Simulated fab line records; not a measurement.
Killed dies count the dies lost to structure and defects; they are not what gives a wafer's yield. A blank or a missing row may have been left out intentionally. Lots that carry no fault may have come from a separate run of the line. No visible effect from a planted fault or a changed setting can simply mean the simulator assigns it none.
Matching of chambers    flow n5-finfet    N5_STI_FIN_REVEAL_ETCH_34 on rie-si-01 has 4 sister chambers
The step etches Si in H2, material Si, target depth 0.97 nm. 14 wafers are shown with their chamber, then 7 later ones without.

== EACH WAFER AND ITS CHAMBER ==
wafer   chamber  drypump-motor-current-A (A)  oes-product-au (a.u.)  chamber-pressure-mTorr (mTorr)
L074.3  1        5.0                          0.999                  4.497
L074.4  0        5.9                          1.003                  4.498
L074.6  1        5.0                          0.996                  4.500
L076.2  2        6.0                          1.006                  4.500
L076.5  3        5.8                          1.013                  4.500
L076.6  2        5.9                          1.003                  4.497
L078.2  2        6.0                          1.022                  4.501
L078.5  1        5.0                          1.002                  4.504
L078.6  3        5.8                          1.012                  4.492
L079.2  0        5.9                          1.006                  4.502
L079.3  3        5.8                          1.012                  4.499
L079.6  1        5.0                          1.001                  4.493
L086.2  1        5.0                          1.002                  4.497
L086.3  3        5.7                          1.018                  4.492

SIGNATURES, as means of the wafers listed above
reading                  chamber 0  chamber 1  chamber 2  chamber 3  scatter within a chamber
drypump-motor-current-A  5.900      5.000      5.967      5.775      0.0376
oes-product-au           1.00450    1.00000    1.01033    1.01375    0.00514
chamber-pressure-mTorr   4.50000    4.49820    4.49933    4.49575    0.00374
Rule: a wafer lies at a distance from a chamber equal to the root of the sum of squares, over the readings, of (its reading less the chamber's mean, divided by the reading's scatter). If the next closest chamber is less than 2 further off than the closest, the wafer can't be placed; otherwise it belongs to the closest. The scatter: the root of (the sum of the squares of (reading less its chamber's mean) over the shown wafers, divided by (wafers less chambers)).

== WAFERS WITHOUT THEIR CHAMBER ==
wafer   drypump-motor-current-A (A)  oes-product-au (a.u.)  chamber-pressure-mTorr (mTorr)
L086.6  5.9                          1.006                  4.493
L090.1  5.9                          1.018                  4.501
L090.5  5.9                          1.025                  4.498
L090.6  5.9                          1.023                  4.500
L096.2  5.9                          0.992                  4.500
L096.4  5.9                          1.004                  4.500
L096.6  6.0                          0.998                  4.503

== EACH ONE'S CHAMBER ==
wafer    from the rows above            in truth
L086.6   can't be placed: 0 or 2 or 3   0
L090.1   can't be placed: 2 or 0 or 3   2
L090.5   can't be placed: 2 or 3 or 0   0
L090.6   can't be placed: 2 or 0 or 3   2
L096.2   can't be placed: 0 or 2        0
L096.4   0                              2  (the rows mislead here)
L096.6   can't be placed: 2 or 0        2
Placed correctly: 0 of 7. Cannot be placed on the basis of these rows: 6; the candidates contain the true chamber in 6. Placed wrongly: 1.
